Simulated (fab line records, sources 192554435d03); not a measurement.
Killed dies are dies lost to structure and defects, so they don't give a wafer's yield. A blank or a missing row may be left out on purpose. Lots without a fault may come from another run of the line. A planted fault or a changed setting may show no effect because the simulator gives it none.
Chamber matching | flow n5_finfet | N5_BEOL_M1_PRE_CLEAN_60 on cvd_co-02: 3 sister chambers
The step time 15 s. 6 wafers are shown with their chamber, then 12 later ones without.

WAFERS WITH THEIR CHAMBER
wafer  | chamber | heater_power_w (W)
L086.3 | 1       | 83
L087.4 | 2       | 90
L087.5 | 0       | 71
L088.1 | 2       | 90
L088.3 | 1       | 83
L088.6 | 0       | 72

WAFERS WITHOUT THEIR CHAMBER
wafer  | heater_power_w (W)
L092.1 | 70
L092.2 | 90
L092.5 | 78
L096.1 | 88
L096.2 | 81
L096.3 | 70
L096.4 | 91
L096.5 | 70
L096.6 | 80
L097.2 | 81
L097.3 | 72
L097.5 | 82

WHICH CHAMBER EACH WENT THROUGH
wafer  | from the rows above | in truth
L092.1 | 0                   | 0
L092.2 | 2                   | 2
L092.5 | 1                   | 1
L096.1 | 2                   | 2
L096.2 | 1                   | 1
L096.3 | 0                   | 0
L096.4 | 2                   | 2
L096.5 | 0                   | 0
L096.6 | 1                   | 1
L097.2 | 1                   | 1
L097.3 | 0                   | 0
L097.5 | 1                   | 1
Placed correctly: 12 of 12. Can't be placed from these rows: 0. Placed wrongly: 0.
How it was worked out, from the rows above alone: a wafer's distance from a chamber is the root of the sum, over the readings, of the square of ((its reading less the chamber's mean) divided by the reading's scatter). The wafer belongs to the nearest chamber; if the next one is less than 2 further off, it can't be placed. A chamber's mean is the mean of its shown wafers. The scatter: the root of (the sum of the squares of (reading less its chamber's mean) over the shown wafers, divided by (wafers less chambers)).
